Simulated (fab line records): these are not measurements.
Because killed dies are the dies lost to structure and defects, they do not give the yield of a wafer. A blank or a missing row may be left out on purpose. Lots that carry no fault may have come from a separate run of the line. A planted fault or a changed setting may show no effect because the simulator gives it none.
fab line records / flow n5-finfet / part 2 of 2: steps 8 to 8 of 8
record lots=9 wafers=25 last-day=18
route steps=1938 shown FIN_SAQP@126 STI_FIN_REVEAL@207 BEOL_M4@1111 PASSIVATION@1936
lots with no fault: from the same line, run without faults
start-h: the number of hours between the record's first day and the start of the first shown wafer of the lot / wait-h: hours since the lot's step before / " the same as in the row above / L1.1+2: several wafers, shown together as one row / - no value, or no start was given / * or withheld: withheld / < > ~ a bound
route shown NAME@n: NAME is a module with steps in the file, n the number in the route of the first one / usual: the fault-free wafers' mean and standard deviation / same: alike in all rows / chamber/n: place in a boat / sites: readings site by site / _std_site: the standard deviation of these / _edge_site: inner sites' mean taken away from outer sites' mean / radius-mm: for every site, how far away it sits from the centre of the wafer / mask NAME#n: copy n / behind: the most recent tool/chamber to have shaped the wafer / hold: cause of the lot's hold/its duration in hours/its outcome / device: names the non-switching transistor (n, p or np) / end of line: at the end of the route, the tests of the same wafers / a step given without rows: its recipe and nothing more / killed: count of dies lost to structure and defects at first sort (not the wafer's yield) / map: shows each die of a wafer: x if killed, . if not, _ if none is there
set.NAME: setting as actually run; set.NAME@STEP: the setting as run at that earlier step / model.NAME: the simulator's own value behind a step, which no gauge read
route steps across a sampled set of lots; one table per step, one row per wafer
services: a tool's chamber out of use, with start hour (start-h, from the record's first day; less than 0 if before it), hours out, and reason
## steps
# step N5_PASSIVATION_PROBE_49
# usual defect-limited-yield=91.7/1.7 killed_at_M0_to_M3=34/10 killed_at_M4_up=13/5.1 killed-at-contacts=12/6.2 killed-at-front-end=36/12 killed-at-other=3.2/2.6 killed-dies=98/20 killed-open=65/13 killed-short=32/8.4 sort_bin_4_leakage=0/0 sort_bin_5_function=4.8/1.1 sort_bin_6_memory=3.2/0.74 sort_bin_8_speed=0.00/0.012 sort-n-pass=1082/20 sort-yield-pct=91.7/1.7
# same gross-dies=1180 killed-at-back-side=0
lot.wafer=L156.1 tool=prober-02 chamber=- start-h=278.84 wait-h=0.0 defect-limited-yield[%]=92.8 killed_at_M0_to_M3=41 killed_at_M4_up=16 killed-at-contacts=3 killed-at-front-end=24 killed-at-other=1 killed-dies=85 killed-open=50 killed-short=35 sort_bin_4_leakage[%]=0 sort_bin_5_function[%]=4.4 sort_bin_6_memory[%]=2.5 sort_bin_8_speed[%]=0 sort-n-pass=1095 sort-yield-pct[%]=92.8
lot.wafer=L156.4 tool=prober-02 chamber=- start-h=278.99 wait-h=0.2 defect-limited-yield[%]=92.8 killed_at_M0_to_M3=26 killed_at_M4_up=12 killed-at-contacts=12 killed-at-front-end=32 killed-at-other=3 killed-dies=85 killed-open=52 killed-short=32 sort_bin_4_leakage[%]=0 sort_bin_5_function[%]=4.3 sort_bin_6_memory[%]=2.6 sort_bin_8_speed[%]=0 sort-n-pass=1095 sort-yield-pct[%]=92.8
lot.wafer=L156.6 tool=prober-02 chamber=- start-h=279.09 wait-h=0.3 defect-limited-yield[%]=90.1 killed_at_M0_to_M3=43 killed_at_M4_up=10 killed-at-contacts=18 killed-at-front-end=41 killed-at-other=5 killed-dies=117 killed-open=79 killed-short=38 sort_bin_4_leakage[%]=0 sort_bin_5_function[%]=6.4 sort_bin_6_memory[%]=3.4 sort_bin_8_speed[%]=0 sort-n-pass=1063 sort-yield-pct[%]=90.1
lot.wafer=L157.2 tool=prober-01 chamber=- start-h=279.94 wait-h=0.1 defect-limited-yield[%]=93.5 killed_at_M0_to_M3=28 killed_at_M4_up=16 killed-at-contacts=9 killed-at-front-end=22 killed-at-other=2 killed-dies=77 killed-open=53 killed-short=21 sort_bin_4_leakage[%]=0 sort_bin_5_function[%]=3.9 sort_bin_6_memory[%]=2.5 sort_bin_8_speed[%]=0 sort-n-pass=1103 sort-yield-pct[%]=93.5
lot.wafer=L157.3 tool=prober-01 chamber=- start-h=279.99 wait-h=0.1 defect-limited-yield[%]=93.6 killed_at_M0_to_M3=40 killed_at_M4_up=10 killed-at-contacts=11 killed-at-front-end=15 killed-at-other=0 killed-dies=76 killed-open=54 killed-short=21 sort_bin_4_leakage[%]=0 sort_bin_5_function[%]=3.3 sort_bin_6_memory[%]=3.0 sort_bin_8_speed[%]=0 sort-n-pass=1104 sort-yield-pct[%]=93.6
lot.wafer=L157.5 tool=prober-01 chamber=- start-h=280.09 wait-h=0.2 defect-limited-yield[%]=92.9 killed_at_M0_to_M3=23 killed_at_M4_up=13 killed-at-contacts=11 killed-at-front-end=35 killed-at-other=2 killed-dies=84 killed-open=48 killed-short=36 sort_bin_4_leakage[%]=0 sort_bin_5_function[%]=3.7 sort_bin_6_memory[%]=3.2 sort_bin_8_speed[%]=0 sort-n-pass=1096 sort-yield-pct[%]=92.9
lot.wafer=L158.2 tool=prober-02 chamber=- start-h=280.86 wait-h=0.1 defect-limited-yield[%]=90.9 killed_at_M0_to_M3=52 killed_at_M4_up=9 killed-at-contacts=26 killed-at-front-end=15 killed-at-other=5 killed-dies=107 killed-open=76 killed-short=31 sort_bin_4_leakage[%]=0 sort_bin_5_function[%]=5.2 sort_bin_6_memory[%]=3.7 sort_bin_8_speed[%]=0 sort-n-pass=1073 sort-yield-pct[%]=90.9
lot.wafer=L158.4 tool=prober-02 chamber=- start-h=280.96 wait-h=0.2 defect-limited-yield[%]=92.9 killed_at_M0_to_M3=26 killed_at_M4_up=17 killed-at-contacts=12 killed-at-front-end=23 killed-at-other=6 killed-dies=84 killed-open=54 killed-short=29 sort_bin_4_leakage[%]=0 sort_bin_5_function[%]=4.0 sort_bin_6_memory[%]=2.8 sort_bin_8_speed[%]=0 sort-n-pass=1096 sort-yield-pct[%]=92.9
lot.wafer=L158.5 tool=prober-02 chamber=- start-h=281.01 wait-h=0.2 defect-limited-yield[%]=93.0 killed_at_M0_to_M3=37 killed_at_M4_up=7 killed-at-contacts=16 killed-at-front-end=19 killed-at-other=4 killed-dies=83 killed-open=50 killed-short=33 sort_bin_4_leakage[%]=0 sort_bin_5_function[%]=3.8 sort_bin_6_memory[%]=3.1 sort_bin_8_speed[%]=0 sort-n-pass=1097 sort-yield-pct[%]=93.0
lot.wafer=L161.5 tool=prober-02 chamber=- start-h=327.34 wait-h=0.2 defect-limited-yield[%]=93.1 killed_at_M0_to_M3=22 killed_at_M4_up=13 killed-at-contacts=3 killed-at-front-end=41 killed-at-other=2 killed-dies=81 killed-open=45 killed-short=27 sort_bin_4_leakage[%]=0 sort_bin_5_function[%]=3.5 sort_bin_6_memory[%]=2.3 sort_bin_8_speed[%]=0 sort-n-pass=1099 sort-yield-pct[%]=93.1
lot.wafer=L161.6 tool=prober-02 chamber=- start-h=327.39 wait-h=0.3 defect-limited-yield[%]=93.4 killed_at_M0_to_M3=16 killed_at_M4_up=8 killed-at-contacts=14 killed-at-front-end=38 killed-at-other=2 killed-dies=78 killed-open=56 killed-short=22 sort_bin_4_leakage[%]=0 sort_bin_5_function[%]=3.6 sort_bin_6_memory[%]=2.8 sort_bin_8_speed[%]=0 sort-n-pass=1102 sort-yield-pct[%]=93.4
lot.wafer=L170.1 tool=prober-01 chamber=- start-h=362.68 wait-h=0.0 defect-limited-yield[%]=92.5 killed_at_M0_to_M3=28 killed_at_M4_up=8 killed-at-contacts=10 killed-at-front-end=38 killed-at-other=5 killed-dies=89 killed-open=56 killed-short=31 sort_bin_4_leakage[%]=0.08 sort_bin_5_function[%]=4.7 sort_bin_6_memory[%]=2.5 sort_bin_8_speed[%]=0 sort-n-pass=1090 sort-yield-pct[%]=92.4
lot.wafer=L170.2 tool=prober-01 chamber=- start-h=362.73 wait-h=0.1 defect-limited-yield[%]=92.7 killed_at_M0_to_M3=50 killed_at_M4_up=4 killed-at-contacts=8 killed-at-front-end=22 killed-at-other=2 killed-dies=86 killed-open=63 killed-short=23 sort_bin_4_leakage[%]=5.25 sort_bin_5_function[%]=4.2 sort_bin_6_memory[%]=3.1 sort_bin_8_speed[%]=0 sort-n-pass=1032 sort-yield-pct[%]=87.5
lot.wafer=L170.3 tool=prober-01 chamber=- start-h=362.78 wait-h=0.1 defect-limited-yield[%]=92.4 killed_at_M0_to_M3=32 killed_at_M4_up=17 killed-at-contacts=8 killed-at-front-end=26 killed-at-other=7 killed-dies=90 killed-open=58 killed-short=32 sort_bin_4_leakage[%]=0 sort_bin_5_function[%]=4.7 sort_bin_6_memory[%]=2.7 sort_bin_8_speed[%]=0 sort-n-pass=1090 sort-yield-pct[%]=92.4
lot.wafer=L172.1 tool=prober-01 chamber=- start-h=376.49 wait-h=0.0 defect-limited-yield[%]=93.9 killed_at_M0_to_M3=24 killed_at_M4_up=10 killed-at-contacts=6 killed-at-front-end=31 killed-at-other=1 killed-dies=72 killed-open=42 killed-short=30 sort_bin_4_leakage[%]=0.08 sort_bin_5_function[%]=3.7 sort_bin_6_memory[%]=2.0 sort_bin_8_speed[%]=0 sort-n-pass=1107 sort-yield-pct[%]=93.8
lot.wafer=L172.2 tool=prober-01 chamber=- start-h=376.54 wait-h=0.1 defect-limited-yield[%]=92.1 killed_at_M0_to_M3=30 killed_at_M4_up=13 killed-at-contacts=12 killed-at-front-end=33 killed-at-other=5 killed-dies=93 killed-open=67 killed-short=24 sort_bin_4_leakage[%]=0.85 sort_bin_5_function[%]=4.7 sort_bin_6_memory[%]=2.9 sort_bin_8_speed[%]=0 sort-n-pass=1077 sort-yield-pct[%]=91.3
lot.wafer=L172.6 tool=prober-01 chamber=- start-h=376.74 wait-h=0.3 defect-limited-yield[%]=91.3 killed_at_M0_to_M3=32 killed_at_M4_up=10 killed-at-contacts=14 killed-at-front-end=40 killed-at-other=7 killed-dies=103 killed-open=66 killed-short=36 sort_bin_4_leakage[%]=0.51 sort_bin_5_function[%]=4.2 sort_bin_6_memory[%]=4.3 sort_bin_8_speed[%]=0 sort-n-pass=1071 sort-yield-pct[%]=90.8
lot.wafer=L176.2 tool=prober-02 chamber=- start-h=395.45 wait-h=0.1 defect-limited-yield[%]=91.0 killed_at_M0_to_M3=36 killed_at_M4_up=25 killed-at-contacts=10 killed-at-front-end=35 killed-at-other=0 killed-dies=106 killed-open=75 killed-short=30 sort_bin_4_leakage[%]=0 sort_bin_5_function[%]=4.5 sort_bin_6_memory[%]=4.0 sort_bin_8_speed[%]=0 sort-n-pass=1074 sort-yield-pct[%]=91.0
lot.wafer=L176.3 tool=prober-02 chamber=- start-h=395.50 wait-h=0.1 defect-limited-yield[%]=90.2 killed_at_M0_to_M3=37 killed_at_M4_up=22 killed-at-contacts=9 killed-at-front-end=46 killed-at-other=2 killed-dies=116 killed-open=76 killed-short=39 sort_bin_4_leakage[%]=0 sort_bin_5_function[%]=5.8 sort_bin_6_memory[%]=3.5 sort_bin_8_speed[%]=0 sort-n-pass=1064 sort-yield-pct[%]=90.2
lot.wafer=L176.6 tool=prober-02 chamber=- start-h=395.65 wait-h=0.3 defect-limited-yield[%]=90.3 killed_at_M0_to_M3=43 killed_at_M4_up=22 killed-at-contacts=9 killed-at-front-end=41 killed-at-other=0 killed-dies=115 killed-open=85 killed-short=29 sort_bin_4_leakage[%]=0 sort_bin_5_function[%]=5.9 sort_bin_6_memory[%]=3.6 sort_bin_8_speed[%]=0.08 sort-n-pass=1064 sort-yield-pct[%]=90.2
lot.wafer=L177.1 tool=prober-02 chamber=- start-h=412.92 wait-h=0.0 defect-limited-yield[%]=90.8 killed_at_M0_to_M3=39 killed_at_M4_up=9 killed-at-contacts=14 killed-at-front-end=42 killed-at-other=5 killed-dies=109 killed-open=78 killed-short=30 sort_bin_4_leakage[%]=0 sort_bin_5_function[%]=5.5 sort_bin_6_memory[%]=3.1 sort_bin_8_speed[%]=0 sort-n-pass=1071 sort-yield-pct[%]=90.8
lot.wafer=L177.4 tool=prober-02 chamber=- start-h=413.07 wait-h=0.2 defect-limited-yield[%]=93.4 killed_at_M0_to_M3=27 killed_at_M4_up=6 killed-at-contacts=8 killed-at-front-end=33 killed-at-other=4 killed-dies=78 killed-open=47 killed-short=29 sort_bin_4_leakage[%]=0 sort_bin_5_function[%]=3.9 sort_bin_6_memory[%]=2.4 sort_bin_8_speed[%]=0 sort-n-pass=1102 sort-yield-pct[%]=93.4
lot.wafer=L177.6 tool=prober-02 chamber=- start-h=413.17 wait-h=0.3 defect-limited-yield[%]=91.3 killed_at_M0_to_M3=30 killed_at_M4_up=13 killed-at-contacts=12 killed-at-front-end=42 killed-at-other=6 killed-dies=103 killed-open=70 killed-short=31 sort_bin_4_leakage[%]=0 sort_bin_5_function[%]=5.9 sort_bin_6_memory[%]=2.5 sort_bin_8_speed[%]=0 sort-n-pass=1077 sort-yield-pct[%]=91.3
lot.wafer=L178.1 tool=prober-01 chamber=- start-h=434.16 wait-h=0.0 defect-limited-yield[%]=92.5 killed_at_M0_to_M3=28 killed_at_M4_up=10 killed-at-contacts=25 killed-at-front-end=23 killed-at-other=2 killed-dies=88 killed-open=66 killed-short=22 sort_bin_4_leakage[%]=0 sort_bin_5_function[%]=4.2 sort_bin_6_memory[%]=2.9 sort_bin_8_speed[%]=0 sort-n-pass=1092 sort-yield-pct[%]=92.5
lot.wafer=L178.4 tool=prober-01 chamber=- start-h=434.31 wait-h=0.2 defect-limited-yield[%]=93.2 killed_at_M0_to_M3=24 killed_at_M4_up=19 killed-at-contacts=12 killed-at-front-end=22 killed-at-other=3 killed-dies=80 killed-open=57 killed-short=23 sort_bin_4_leakage[%]=0 sort_bin_5_function[%]=4.1 sort_bin_6_memory[%]=2.7 sort_bin_8_speed[%]=0 sort-n-pass=1100 sort-yield-pct[%]=93.2
# killed by level:class
L156.1 BEOL_M0_SAQP:geometric-particle:short=14 BEOL_M0_SAQP:geometric-particle:open=13 BEOL_M4:geometric-particle:open=8 GATE_CUT:geometric-particle:short=5 FIN_SAQP:geometric-particle:short=3 STI_FIN_REVEAL:geometric-particle:open=3 BEOL_M2:geometric-particle:open=3 BEOL_M7:geometric-particle:open=3
L156.4 BEOL_M2:geometric-particle:open=10 MOL_CONTACT_COAG:geometric-particle:open=8 BEOL_M0_SAQP:geometric-particle:open=6 FIN_SAQP:geometric-particle:open=5 STI_FIN_REVEAL:geometric-particle:open=5 BEOL_M0_SAQP:geometric-particle:short=5 FIN_SAQP:geometric-particle:short=3 STARTING-WAFER:geometric-particle:short=3
L156.6 MOL_CONTACT_COAG:geometric-particle:open=16 BEOL_M0_SAQP:geometric-particle:short=15 BEOL_M2:geometric-particle:open=10 DUMMY_GATE:geometric-particle:open=8 BEOL_M0_SAQP:geometric-particle:open=7 FIN_SAQP:geometric-particle:open=6 FIN_SAQP:geometric-particle:short=6 STI_FIN_REVEAL:geometric-particle:open=6
L157.2 MOL_CONTACT_COAG:geometric-particle:open=7 STI_FIN_REVEAL:geometric-particle:open=5 DUMMY_GATE:geometric-particle:open=5 BEOL_M0_SAQP:geometric-particle:open=5 BEOL_M0_SAQP:geometric-particle:short=5 BEOL_M2:geometric-particle:open=5 BEOL_M3:geometric-particle:open=5 BEOL_M5:geometric-particle:open=5
L157.3 MOL_CONTACT_COAG:geometric-particle:open=9 BEOL_M2:geometric-particle:open=9 BEOL_M0_SAQP:geometric-particle:short=8 BEOL_M3:geometric-particle:open=8 BEOL_M0_SAQP:geometric-particle:open=7 STI_FIN_REVEAL:geometric-particle:open=5 BEOL_M1:geometric-particle:open=5 DUMMY_GATE:geometric-particle:open=3
L157.5 GATE_CUT:geometric-particle:short=9 MOL_CONTACT_COAG:geometric-particle:open=7 BEOL_M1:geometric-particle:open=6 MOL_CONTACT_COAG:geometric-particle:short=4 STARTING-WAFER:geometric-particle:open=4 BEOL_M1:geometric-particle:short=4 BEOL_M3:geometric-particle:short=4 BEOL_M4:geometric-particle:open=4
L158.2 MOL_CONTACT_COAG:geometric-particle:open=23 BEOL_M0_SAQP:geometric-particle:open=16 BEOL_M0_SAQP:geometric-particle:short=9 BEOL_M1:geometric-particle:open=8 BEOL_M3:geometric-particle:open=6 BEOL_M2:geometric-particle:open=5 STARTING-WAFER:geometric-particle:short=5 BEOL_M1:geometric-particle:short=4
L158.4 MOL_CONTACT_COAG:geometric-particle:open=10 DUMMY_GATE:geometric-particle:open=7 BEOL_M0_SAQP:geometric-particle:open=7 BEOL_M4:geometric-particle:open=6 FIN_SAQP:geometric-particle:short=5 BEOL_M0_SAQP:geometric-particle:short=5 BEOL_M5:geometric-particle:open=5 BEOL_M1:geometric-particle:open=4
L158.5 MOL_CONTACT_COAG:geometric-particle:open=12 BEOL_M0_SAQP:geometric-particle:short=10 BEOL_M0_SAQP:geometric-particle:open=10 FIN_SAQP:geometric-particle:short=6 BEOL_M2:geometric-particle:open=5 STI_FIN_REVEAL:geometric-particle:open=4 GATE_CUT:geometric-particle:short=4 MOL_CONTACT_COAG:geometric-particle:short=4
L161.5 FIN_SAQP:geometric-particle:open=10 HKMG_FIN:area-etch=9 FIN_SAQP:geometric-particle:short=8 BEOL_M3:geometric-particle:open=7 STI_FIN_REVEAL:geometric-particle:open=6 BEOL_M0_SAQP:geometric-particle:short=4 MOL_CONTACT_COAG:geometric-particle:open=3 BEOL_M0:geometric-particle:open=3
L161.6 MOL_CONTACT_COAG:geometric-particle:open=12 STI_FIN_REVEAL:geometric-particle:open=9 FIN_SAQP:geometric-particle:short=7 BEOL_M3:geometric-particle:open=6 FIN_SAQP:geometric-particle:open=5 STARTING-WAFER:geometric-particle:open=5 BEOL_M1:geometric-particle:open=4 BEOL_M2:geometric-particle:open=3
L170.1 MOL_CONTACT_COAG:geometric-particle:open=9 DUMMY_GATE:geometric-particle:open=7 FIN_SAQP:geometric-particle:short=6 BEOL_M0_SAQP:geometric-particle:short=6 FIN_SAQP:geometric-particle:open=5 STI_FIN_REVEAL:geometric-particle:open=5 BEOL_M1:geometric-particle:open=5 BEOL_M2:geometric-particle:open=5
L170.2 BEOL_M0_SAQP:geometric-particle:open=19 BEOL_M0_SAQP:geometric-particle:short=9 BEOL_M3:geometric-particle:open=8 BEOL_M2:geometric-particle:open=7 MOL_CONTACT_COAG:geometric-particle:open=6 DUMMY_GATE:geometric-particle:open=5 FIN_SAQP:geometric-particle:open=4 BEOL_M3:geometric-particle:short=4
L170.3 BEOL_M0_SAQP:geometric-particle:open=12 BEOL_M0_SAQP:geometric-particle:short=12 BEOL_M4:geometric-particle:open=9 MOL_CONTACT_COAG:geometric-particle:open=7 STI_FIN_REVEAL:geometric-particle:open=5 FIN_SAQP:geometric-particle:short=4 BEOL_M8:geometric-particle:open=4 DUMMY_GATE:geometric-particle:open=3
L172.1 FIN_SAQP:geometric-particle:short=7 GATE_CUT:geometric-particle:short=6 BEOL_M0_SAQP:geometric-particle:short=6 STI_FIN_REVEAL:geometric-particle:open=5 BEOL_M3:geometric-particle:open=5 MOL_CONTACT_COAG:geometric-particle:open=5 GATE_CUT:geometric-particle:open=4 BEOL_M0_SAQP:geometric-particle:open=4
L172.2 BEOL_M3:geometric-particle:open=14 MOL_CONTACT_COAG:geometric-particle:open=10 STI_FIN_REVEAL:geometric-particle:open=9 FIN_SAQP:geometric-particle:short=6 FIN_SAQP:geometric-particle:open=5 GATE_CUT:geometric-particle:open=4 BEOL_M1:geometric-particle:open=4 BEOL_M5:geometric-particle:open=4
L172.6 BEOL_M2:geometric-particle:open=11 MOL_CONTACT_COAG:geometric-particle:open=10 STI_FIN_REVEAL:geometric-particle:open=9 GATE_CUT:geometric-particle:short=8 FIN_SAQP:geometric-particle:open=7 BEOL_M3:geometric-particle:open=6 BEOL_M1:geometric-particle:open=5 MOL_CONTACT_COAG:geometric-particle:short=4
L176.2 BEOL_M4:geometric-particle:open=16 BEOL_M2:geometric-particle:open=13 MOL_CONTACT_COAG:geometric-particle:open=9 GATE_CUT:geometric-particle:short=6 BEOL_M3:geometric-particle:open=6 STI_FIN_REVEAL:geometric-particle:open=5 FIN_SAQP:geometric-particle:short=4 DUMMY_GATE:geometric-particle:open=4
L176.3 FIN_SAQP:geometric-particle:short=15 FIN_SAQP:geometric-particle:open=11 BEOL_M2:geometric-particle:open=11 BEOL_M3:geometric-particle:open=10 BEOL_M4:geometric-particle:open=8 MOL_CONTACT_COAG:geometric-particle:open=7 BEOL_M0_SAQP:geometric-particle:open=6 DUMMY_GATE:geometric-particle:open=5
L176.6 BEOL_M4:geometric-particle:open=12 BEOL_M2:geometric-particle:open=11 FIN_SAQP:geometric-particle:open=9 MOL_CONTACT_COAG:geometric-particle:open=8 BEOL_M0_SAQP:geometric-particle:short=8 BEOL_M1:geometric-particle:open=8 FIN_SAQP:geometric-particle:short=6 STI_FIN_REVEAL:geometric-particle:open=6
L177.1 MOL_CONTACT_COAG:geometric-particle:open=11 FIN_SAQP:geometric-particle:open=10 BEOL_M2:geometric-particle:open=8 BEOL_M0_SAQP:geometric-particle:short=7 BEOL_M1:geometric-particle:open=6 BEOL_M3:geometric-particle:open=6 DUMMY_GATE:geometric-particle:open=5 BEOL_M0_SAQP:geometric-particle:open=5
L177.4 BEOL_M2:geometric-particle:open=7 ILD0:geometric-particle:short=6 BEOL_M0_SAQP:geometric-particle:short=6 MOL_CONTACT_COAG:geometric-particle:open=5 BEOL_M1:geometric-particle:open=5 FIN_SAQP:geometric-particle:short=4 FIN_SAQP:geometric-particle:open=4 STI_FIN_REVEAL:geometric-particle:open=4
L177.6 FIN_SAQP:geometric-particle:short=12 BEOL_M4:geometric-particle:open=10 MOL_CONTACT_COAG:geometric-particle:open=9 FIN_SAQP:geometric-particle:open=8 STI_FIN_REVEAL:geometric-particle:open=7 BEOL_M1:geometric-particle:open=6 BEOL_M0_SAQP:geometric-particle:open=5 BEOL_M0_SAQP:geometric-particle:short=4
L178.1 MOL_CONTACT_COAG:geometric-particle:open=20 BEOL_M0_SAQP:geometric-particle:open=11 BEOL_M4:geometric-particle:open=7 BEOL_M0_SAQP:geometric-particle:short=6 BEOL_M1:geometric-particle:open=6 MOL_CONTACT_COAG:geometric-particle:short=5 STARTING-WAFER:geometric-particle:open=4 FIN_SAQP:geometric-particle:open=3
L178.4 FIN_SAQP:geometric-particle:open=10 MOL_CONTACT_COAG:geometric-particle:open=10 BEOL_M0_SAQP:geometric-particle:short=8 BEOL_M1:geometric-particle:open=6 BEOL_M4:geometric-particle:open=6 BEOL_M5:geometric-particle:open=6 BEOL_M0_SAQP:geometric-particle:open=3 BEOL_M2:geometric-particle:open=3
## services
tool=ald-sin-01 chamber=- start-h=50.80 hours=6.6 kind=repair
tool=ald-sin-02 chamber=1 start-h=60.81 hours=2.9 kind=repair
tool=rie-diel-03 chamber=0 start-h=63.04 hours=1.6 kind=repair
tool=vapor-etch-01 chamber=- start-h=76.51 hours=0.5 kind=repair
tool=ald-sin-01 chamber=- start-h=85.29 hours=14.0 kind=pm
tool=ald-sin-01 chamber=0 start-h=85.29 hours=14.0 kind=vent-cycle
tool=ald-sin-01 chamber=1 start-h=85.29 hours=14.0 kind=vent-cycle
tool=ald-sin-01 chamber=2 start-h=85.29 hours=14.0 kind=vent-cycle
tool=ald-sin-01 chamber=3 start-h=85.29 hours=14.0 kind=vent-cycle
tool=rie-diel-02 chamber=3 start-h=87.23 hours=- kind=clean
tool=rie-diel-02 chamber=3 start-h=87.23 hours=- kind=consumable-replace:focus-ring
tool=rie-diel-02 chamber=3 start-h=87.23 hours=- kind=consumable-replace:showerhead
tool=rie-diel-02 chamber=3 start-h=87.23 hours=14.4 kind=scheduled-down
tool=rie-diel-02 chamber=3 start-h=87.23 hours=14.4 kind=vent-cycle
tool=vapor-etch-02 chamber=- start-h=91.46 hours=0.4 kind=repair
tool=ald-sin-01 chamber=0 start-h=99.29 hours=- kind=clean
tool=ald-sin-01 chamber=1 start-h=99.29 hours=- kind=clean
tool=ald-sin-01 chamber=2 start-h=99.29 hours=- kind=clean
tool=ald-sin-01 chamber=3 start-h=99.29 hours=- kind=clean
tool=vapor-etch-01 chamber=0 start-h=111.36 hours=10.3 kind=repair
tool=rie-diel-03 chamber=1 start-h=129.58 hours=13.2 kind=repair
tool=rie-diel-04 chamber=2 start-h=139.87 hours=- kind=clean
tool=rie-diel-04 chamber=2 start-h=139.87 hours=- kind=consumable-replace:focus-ring
tool=ald-sin-01 chamber=3 start-h=141.04 hours=5.9 kind=repair
## key
first-sign step=N5_FIN_SAQP_SPACER2_ALD_28 reading=susceptor-temp-C direction=down sigmas=99+ usual=* struck=*
effect step=N5_FIN_SAQP_CD_MEAS_31 reading=cd-nm direction=up sigmas=3.1 usual=8.10 struck=8.78
effect step=N5_STI_FIN_REVEAL_CD_MEAS_22 reading=cd-nm direction=up sigmas=2.8 usual=6.20 struck=7.00
effect step=N5_BEOL_M4_RC_MEAS_101 reading=IOFF_N_LIN direction=up sigmas=5.5 usual=0.071 struck=0.126
effect step=N5_BEOL_M4_RC_MEAS_101 reading=IOFF_N direction=up sigmas=5.4 usual=0.152 struck=0.288
effect step=N5_BEOL_M4_RC_MEAS_101 reading=IOFF_N_85C direction=up sigmas=5.1 usual=3.0 struck=5.1
effect step=N5_BEOL_M4_RC_MEAS_101 reading=IOFF_P direction=up sigmas=4.3 usual=0.21 struck=0.34
effect step=N5_BEOL_M4_RC_MEAS_101 reading=VT_N direction=down sigmas=4 usual=250 struck=238
effect step=N5_BEOL_M4_RC_MEAS_101 reading=IOFF_P_85C direction=up sigmas=4 usual=3.6 struck=5.4
effect step=N5_BEOL_M4_RC_MEAS_101 reading=VT_N_LVT direction=down sigmas=3.7 usual=99 struck=88
effect step=N5_BEOL_M4_RC_MEAS_101 reading=DIBL_P direction=up sigmas=3.6 usual=35.9 struck=42.4
effect step=N5_BEOL_M4_RC_MEAS_101 reading=IOFF_P_LIN direction=up sigmas=3.5 usual=0.099 struck=0.143
effect step=N5_BEOL_M4_RC_MEAS_101 reading=ION_N direction=up sigmas=3.5 usual=672 struck=711
effect step=N5_BEOL_M4_RC_MEAS_101 reading=SS_P direction=up sigmas=2.9 usual=73.2 struck=74.8
effect step=N5_BEOL_M4_RC_MEAS_101 reading=DIBL_N direction=up sigmas=2.7 usual=35.8 struck=39.8
effect step=N5_PASSIVATION_PROBE_49 reading=sort_bin_4_leakage direction=up sigmas=13 usual=0 struck=1.13 wafers-moved=3
met-at N5_FIN_SAQP_SPACER2_ALD_28
struck-lots L170,L172
not-acting-at N5_FIN_SAQP_SPACER1_ETCHBACK_25,N5_FIN_SAQP_STRIP_70,N5_FIN_SAQP_RECESS_71
onset-between 43.43 117.08
fault kind=process-parameter-drift tool=ald-sin-01 chamber=- onset-h=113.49 steps=N5_FIN_SAQP_SPACER2_ALD_28 channel=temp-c offset=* shape=step end-h=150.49 acts-in=* stated=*
